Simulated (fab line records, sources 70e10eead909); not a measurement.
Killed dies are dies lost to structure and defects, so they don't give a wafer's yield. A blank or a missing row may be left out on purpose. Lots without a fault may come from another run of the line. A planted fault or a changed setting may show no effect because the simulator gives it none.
fab line records | flow nand_harc
record lots=11 wafers=33 last_day=24
route steps=1159 shown A_CONTACT@857
lots that met no fault: from a run of the same line without faults
start_h: hours from the record's first day to the start of the lot's first wafer shown | wait_h: hours since the lot's step before | " the same as in the row above | L1.1+2: a row that stands for several wafers | - no value, or no start given | * or withheld: withheld | < > ~ a bound
route shown NAME@n: a module of which the file shows steps, and the number in the route of the first | usual: mean/standard deviation of fault-free wafers | same: alike in all rows | chamber/n: place in a boat | sites: the reading at each site | _std_site: their standard deviation | _edge_site: outer sites' mean less inner sites' | radius_mm: how far each site lies from the wafer's centre | mask NAME#n: copy n | behind: the tool/chamber that last shaped the wafer | hold: why the lot was held/for how many hours/how that ended | device: the transistor (n, p or np) that didn't switch | end of line: the same wafers' tests at the end of the route | a step without rows: its recipe alone | killed: dies lost to structure and defects at the first sort, not the wafer's yield | map: a wafer's dies, x killed, . not, _ none there
set.NAME: the setting as run; set.NAME@STEP: as run at that earlier step | model.NAME: the simulator's own value behind a step, which no gauge read
steps of the route over a sample of lots; a table a step, a row a wafer
services: from which hour (start_h, from the record's first day; less than 0 if before it) a tool's chamber was out of use, for how many hours, and why
## steps
# step NHARC_A_CONTACT_DESCUM_47
# recipe time_s=3 o2_flow_sccm=200 ar_flow_sccm=0 bias_power_w=0 chemistry=O2
# usual chamber_pressure_mTorr=60.00/0.052 drypump_motor_current_A=5.4/0.53 oes_product_au=1.000/0.0089 rf_vpp_V=57.8/0.79 showerhead_plenum_p_Torr=1.90/0.056 throttle_valve_pct=11.312/0.0086
# columns lot.wafer tool chamber start_h wait_h chamber_pressure_mTorr drypump_motor_current_A oes_product_au rf_hours_counter_h rf_vpp_V showerhead_plenum_p_Torr throttle_valve_pct
L666.2 rie_diel-02 1 366.91 0.1 60.04 5.4 1.005 5 57.9 1.88 11.316
L666.1 " 3 " " 60.00 5.7 0.993 5 57.5 1.85 11.319
L666.3 " 0 " " 59.95 4.7 1.000 5 57.7 1.97 11.311
L669.3 rie_diel-02 1 370.67 0.1 60.02 5.3 1.006 6 58.1 1.88 11.329
L669.2 " 2 " " 59.96 5.3 1.005 6 57.7 1.89 11.312
L669.5 " 1 " " 59.93 5.3 1.000 - 57.9 1.88 11.307
L667.2 rie_diel-02 3 375.41 0.2 59.96 5.7 1.003 6 57.5 1.85 11.300
L667.3 " 0 " " 59.87 4.7 1.007 7 58.2 1.97 11.320
L667.5 " 1 " " 60.03 5.3 1.001 - 59.2 1.88 11.302
L668.1 rie_diel-02 3 377.95 0.1 60.01 5.7 0.986 7 55.8 1.85 11.318
L668.3 " 0 " " 59.97 4.7 1.001 8 58.4 1.97 11.303
L668.2 " 1 " " 60.01 5.3 1.005 9 56.3 1.88 11.314
L672.4 rie_diel-02 2 398.12 0.1 60.04 5.4 1.007 13 57.3 1.88 11.303
L672.1 " 3 " " 60.03 5.7 0.980 12 58.2 1.85 11.308
L672.2 " 1 " " 59.96 5.3 0.999 13 58.1 1.88 11.301
L673.3 rie_diel-02 2 406.55 0.3 59.91 5.4 1.014 15 58.0 1.88 11.300
L673.6 " 2 " " 60.02 5.4 1.019 - 57.6 1.88 11.307
L673.5 " 3 " " 60.03 5.7 1.003 - 58.5 1.84 11.310
L678.1 rie_diel-02 2 438.28 0.1 59.98 5.3 1.001 22 58.4 1.88 11.297
L678.3 " 3 " " 60.05 5.7 0.992 22 56.7 1.84 11.323
L678.2 " 0 " " 59.93 4.7 0.999 22 57.8 1.96 11.304
L685.1 rie_diel-03 3 469.25 0.1 60.03 6.7 1.006 29 57.2 1.87 11.315
L685.3 " 2 " " 59.91 5.6 1.015 30 56.9 2.00 11.316
L685.6 " 3 " " 60.01 6.8 1.018 - 58.6 1.87 11.322
L686.2 rie_diel-03 2 493.19 0.1 60.01 5.6 0.990 37 59.2 2.00 11.310
L686.3 " 3 " " 59.95 6.8 1.010 37 57.2 1.87 11.303
L686.4 " 1 " " 59.94 4.9 0.992 23 57.1 1.95 11.299
L687.3 rie_diel-03 3 502.35 0.1 60.02 6.8 1.004 40 57.6 1.86 11.304
L687.5 " 3 " " 59.99 6.8 1.002 - 57.1 1.86 11.308
L687.6 " 0 " " 60.01 5.6 1.001 - 57.4 1.97 11.319
L689.2 rie_diel-03 2 507.61 0.1 60.03 5.6 1.010 41 57.0 1.99 11.297
L689.3 " 3 " " 60.05 6.7 1.005 41 57.7 1.86 11.310
L689.1 " 0 " " 60.01 5.6 0.993 40 58.1 1.97 11.316
# step NHARC_A_CONTACT_ETCH_48
# recipe target_depth_a=390 over_etch_frac=0.3 time_s=65 ion_energy_ev=80 cf4_flow_sccm=150 ar_flow_sccm=0 rf_w=300 bias_w=100 chemistry=CF4
# usual chamber_pressure_mTorr=50.00/0.045 drypump_motor_current_A=5.4/0.52 oes_product_au=1.000/0.0082 rf_vpp_V=151.1/1.1 run_length_s=86.2/0.45 showerhead_plenum_p_Torr=1.76/0.047 throttle_valve_pct=13.284/0.0095
# columns lot.wafer tool chamber start_h wait_h chamber_pressure_mTorr drypump_motor_current_A oes_product_au rf_hours_counter_h rf_vpp_V run_length_s showerhead_plenum_p_Torr throttle_valve_pct
L666.2 rie_diel-02 2 366.99 0.1 49.97 5.4 1.007 5 150.1 86.5 1.75 13.277
L666.1 " 3 " " 50.04 5.7 0.996 5 150.1 86.1 1.71 13.284
L666.3 " 1 " " 50.04 5.3 0.997 5 151.4 86.0 1.74 13.270
L669.3 rie_diel-02 1 370.75 0.1 50.00 5.3 1.006 6 150.2 86.2 1.74 13.285
L669.2 " 2 " " 50.06 5.4 1.015 6 148.8 86.4 1.75 13.284
L669.5 " 0 " " 49.94 4.7 1.001 - 151.2 85.4 1.82 13.281
L667.2 rie_diel-02 2 375.50 0.1 50.02 5.3 1.006 8 150.9 86.8 1.75 13.283
L667.3 " 0 " " 49.97 4.7 0.997 7 150.4 85.5 1.82 13.294
L667.5 " 1 " " 49.92 5.3 0.992 - 151.5 85.9 1.74 13.281
L668.1 rie_diel-02 3 378.05 0.1 50.03 5.7 0.994 7 151.2 86.5 1.71 13.270
L668.2 " 0 " " 49.95 4.7 1.003 8 151.5 85.5 1.82 13.296
L668.3 " 1 " " 49.93 5.3 1.004 9 150.1 85.8 1.74 13.297
L672.2 rie_diel-02 0 398.21 0.1 50.03 4.7 0.997 12 153.0 85.5 1.81 13.288
L672.1 " 2 " " 50.00 5.4 1.006 13 152.8 86.5 1.74 13.282
L672.4 " 3 " " 50.01 5.7 0.992 12 150.3 85.9 1.71 13.280
L673.3 rie_diel-02 3 406.65 0.1 49.99 5.7 1.002 15 152.3 86.1 1.71 13.276
L673.6 " 0 " " 49.94 4.7 1.001 - 153.6 85.7 1.81 13.288
L673.5 " 1 " " 50.02 5.4 0.997 - 151.2 86.0 1.74 13.291
L678.3 rie_diel-02 2 438.51 0.2 49.98 5.3 1.007 23 151.0 86.6 1.74 13.278
L678.1 " 3 " " 49.97 5.7 0.989 22 150.8 86.2 1.71 13.286
L678.2 " 0 " " 49.99 4.7 1.006 22 151.7 85.4 1.81 13.279
L685.1 rie_diel-03 1 469.34 0.1 49.95 4.9 1.000 15 151.9 86.1 1.80 13.282
L685.3 " 0 " " 49.96 5.6 0.983 26 152.8 87.0 1.82 13.302
L685.6 " 2 " " 49.98 5.6 1.006 - 152.0 86.2 1.84 13.288
L686.2 rie_diel-03 3 493.28 0.1 49.98 6.8 1.022 37 150.5 86.8 1.73 13.277
L686.4 " 0 " " 49.99 5.6 1.001 34 151.4 86.6 1.82 13.299
L686.3 " 1 " " 50.04 4.9 1.013 23 152.5 86.3 1.80 13.291
L687.3 rie_diel-03 0 502.51 0.1 50.00 5.6 1.003 39 151.1 87.3 1.82 13.269
L687.5 " 1 " " 50.00 4.9 1.004 - 151.7 86.3 1.80 13.283
L687.6 " 2 " " 49.94 5.6 0.997 - 152.0 86.1 1.84 13.287
L689.2 rie_diel-03 2 507.70 0.1 50.00 5.6 0.991 41 151.5 86.9 1.84 13.276
L689.3 " 0 " " 50.04 5.6 0.993 40 153.3 86.8 1.82 13.269
L689.1 " 1 " " 49.95 4.9 1.002 29 151.4 86.6 1.80 13.284
# step NHARC_A_CONTACT_ETCH_49
# recipe target_depth_a=2600 over_etch_frac=0.3 time_s=475.3 ion_energy_ev=200 n2_flow_sccm=150 h2_flow_sccm=150 ar_flow_sccm=0 rf_w=400 bias_w=150 chemistry=N2/H2
# usual chamber_pressure_mTorr=29.995/0.028 drypump_motor_current_A=5.5/0.53 oes_product_au=1.002/0.0092 rf_vpp_V=430.1/1.8 run_length_s=496.5/0.47 showerhead_plenum_p_Torr=2.03/0.059 throttle_valve_pct=14.172/0.009
# columns lot.wafer tool chamber start_h wait_h chamber_pressure_mTorr drypump_motor_current_A oes_product_au rf_hours_counter_h rf_vpp_V run_length_s showerhead_plenum_p_Torr throttle_valve_pct
L666.1 rie_diel-02 1 367.08 - 29.997 5.3 1.006 6 429.4 496.4 2.01 14.167
L666.3 " 2 " " 30.025 5.3 1.026 5 429.3 496.6 2.01 14.184
L666.2 " 3 " " 29.993 5.7 0.987 5 428.1 496.2 1.97 14.174
L669.3 rie_diel-02 2 370.87 - 30.045 5.4 1.004 6 429.8 496.9 2.01 14.173
L669.2 " 0 " " 30.009 4.7 1.001 6 432.4 495.6 2.10 14.169
L669.5 " 1 " " 30.030 5.3 1.000 - 429.6 496.5 2.01 14.173
L667.3 rie_diel-02 0 375.59 - 30.006 4.7 1.003 7 431.7 495.6 2.10 14.179
L667.2 " 3 " " 30.018 5.7 0.999 7 429.0 496.3 1.97 14.177
L667.5 " 1 " " 30.009 5.4 0.999 - 430.7 496.6 2.01 14.156
L668.3 rie_diel-02 0 378.13 - 30.007 4.7 1.013 8 431.5 496.0 2.10 14.165
L668.2 " 1 " " 29.995 5.3 0.998 9 429.5 496.5 2.01 14.181
L668.1 " 3 " " 29.992 5.7 0.990 7 428.8 496.2 1.97 14.157
L672.1 rie_diel-02 3 398.35 - 29.995 5.7 1.006 12 428.9 496.2 1.96 14.179
L672.2 " 1 " " 29.977 5.4 0.996 13 429.5 496.4 2.01 14.163
L672.4 " 2 " " 29.991 5.3 1.022 13 430.6 496.7 2.01 14.166
L673.3 rie_diel-02 3 406.72 - 30.043 5.7 0.999 15 428.3 496.8 1.96 14.175
L673.6 " 3 " " 30.019 5.7 0.997 - 426.9 496.2 1.96 14.163
L673.5 " 0 " " 29.959 4.7 0.998 - 431.8 495.7 2.10 14.168
L678.1 rie_diel-02 3 438.61 - 29.968 5.7 0.999 22 429.6 496.4 1.96 14.177
L678.2 " 0 " " 29.982 4.7 1.005 22 432.3 418.3 2.09 14.174
L678.3 " 2 " " 30.030 5.4 1.011 23 429.6 496.8 2.00 14.175
L685.1 rie_diel-03 3 469.43 - 29.945 6.8 1.012 30 430.2 497.1 1.99 14.169
L685.3 " 0 " " 29.944 5.6 0.998 26 431.8 496.9 2.11 14.175
L685.6 " 0 " " 29.977 5.6 1.004 - 433.3 497.7 2.11 14.164
L686.2 rie_diel-03 0 493.46 - 30.058 5.6 0.991 35 431.8 497.0 2.10 14.155
L686.3 " 1 " " 29.940 4.9 0.996 23 431.8 496.2 2.08 14.171
L686.4 " 2 " " 29.982 5.7 0.994 37 433.8 496.7 2.13 14.177
L687.3 rie_diel-03 2 502.69 - 29.992 5.6 1.007 40 432.7 496.5 2.13 14.161
L687.6 " 3 " " 30.012 6.8 1.007 - 428.6 497.3 1.99 14.175
L687.5 " 0 " " 30.008 5.6 0.994 - 431.5 497.5 2.10 14.172
L689.1 rie_diel-03 3 507.84 - 29.948 6.8 1.013 42 429.4 496.9 1.99 14.179
L689.2 " 0 " " 30.011 5.6 0.999 40 432.1 497.8 2.10 14.183
L689.3 " 2 " " 29.945 5.6 1.010 41 432.6 496.4 2.13 14.182
# step NHARC_A_CONTACT_ETCH_119
# recipe source_w=withheld pressure_mtorr=20 bias_v=3000 time_s=94 target_depth_a=9220 ar_flow_sccm=withheld c4f8_flow_sccm=withheld o2_flow_sccm=withheld chemistry=C4F8/O2/Ar
# usual chamber_pressure_mTorr=20.001/0.019 run_length_s=94/0
# columns lot.wafer tool chamber start_h wait_h chamber_pressure_mTorr rf_hours_counter_h run_length_s
L666.2 har_cap_etch-02 1 369.19 0.1 20.007 7 94
L666.1 " 0 " " 20.010 7 94
L666.3 " 0 " " 19.987 - 94
L669.2 har_cap_etch-03 1 372.78 0.1 20.010 79 94
L669.3 " 1 " " 19.952 - 94
L669.5 " 1 " " 20.021 - 94
L667.2 har_cap_etch-03 0 377.50 0.1 20.014 80 94
L667.3 " 1 " " 20.013 - 94
L667.5 " 0 " " 20.000 - 94
L668.1 har_cap_etch-02 0 380.51 0.1 19.999 10 94
L668.2 " 1 " " 19.969 10 94
L668.3 " 0 " " 20.003 - 94
L672.2 har_cap_etch-02 1 400.37 0.1 19.985 13 94
L672.1 " 0 " " 19.993 13 94
L672.4 " 1 " " 19.981 - 94
L673.3 har_cap_etch-01 1 408.67 0.1 19.968 - 94
L673.6 " 1 " " 20.049 - 94
L673.5 " 0 " " 20.006 - 94
L678.1 har_cap_etch-02 0 440.74 0.1 19.999 21 94
L678.2 " 1 " " 19.966 21 94
L678.3 " 1 " " 20.001 - 94
L685.1 har_cap_etch-02 1 471.42 0.1 20.007 26 94
L685.3 " 1 " " 20.010 - 94
L685.6 " 0 " " 20.039 - 94
L686.2 har_cap_etch-01 0 495.48 0.1 20.031 79 94
L686.4 " 0 " " 20.045 - 94
L686.3 " 1 " " 20.013 - 94
L687.3 har_cap_etch-03 0 504.55 0.1 20.014 - 94
L687.5 " 1 " " 20.001 - 94
L687.6 " 0 " " 20.014 - 94
L689.2 har_cap_etch-01 0 510.01 0.1 19.970 81 94
L689.1 " 1 " " 20.007 81 94
L689.3 " 0 " " 19.985 - 94
## services
# columns tool chamber start_h hours kind
rie_diel-03 1 350.16 4.0 repair
rie_diel-02 0 362.68 - clean
rie_diel-02 1 362.68 - clean
rie_diel-02 2 362.68 - clean
rie_diel-02 3 362.68 - clean
rie_diel-02 0 387.20 - clean
rie_diel-02 1 387.20 - clean
rie_diel-02 2 387.20 - clean
rie_diel-02 3 387.20 - clean
rie_diel-03 - 392.47 9.0 pm
rie_diel-02 - 406.24 0.3 repair
har_cap_etch-03 - 407.80 0.5 repair
rie_diel-02 0 411.70 - clean
rie_diel-02 1 411.70 - clean
rie_diel-02 2 411.70 - clean
rie_diel-02 3 411.70 - clean
rie_diel-02 1 428.88 15.5 repair
rie_diel-02 0 436.20 - clean
rie_diel-02 2 436.20 - clean
rie_diel-02 3 436.20 - clean
rie_diel-02 0 460.70 - clean
rie_diel-02 1 460.70 - clean
rie_diel-02 2 460.70 - clean
rie_diel-02 - 506.18 9.0 pm
## key
first_sign step=NHARC_A_CONTACT_ETCH_49 reading=run_length_s direction=down sigmas=99+ usual=* struck=*
effect none on later readings
met_at NHARC_A_CONTACT_ETCH_49
struck_lots L678
struck_wafers L678.2
tester_left_out L678
not_acting_at NHARC_A_CONTACT_DESCUM_47,NHARC_A_CONTACT_ETCH_48,NHARC_A_CONTACT_ETCH_119
onset_between 406.72 438.61
fault kind=process_parameter_drift tool=rie_diel-02 chamber=0 onset_h=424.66 steps=NHARC_A_CONTACT_ETCH_49 channel=time_s offset=* shape=step end_h=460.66 acts_in=* stated=*
# tester_left_out: of these lots the tester's yield and bins aren't shown, on N5 and GAA mostly nor the transistor test; their killed dies are dies lost to structure and defects alone, not to doping, threshold or leakage, so they don't give the yield
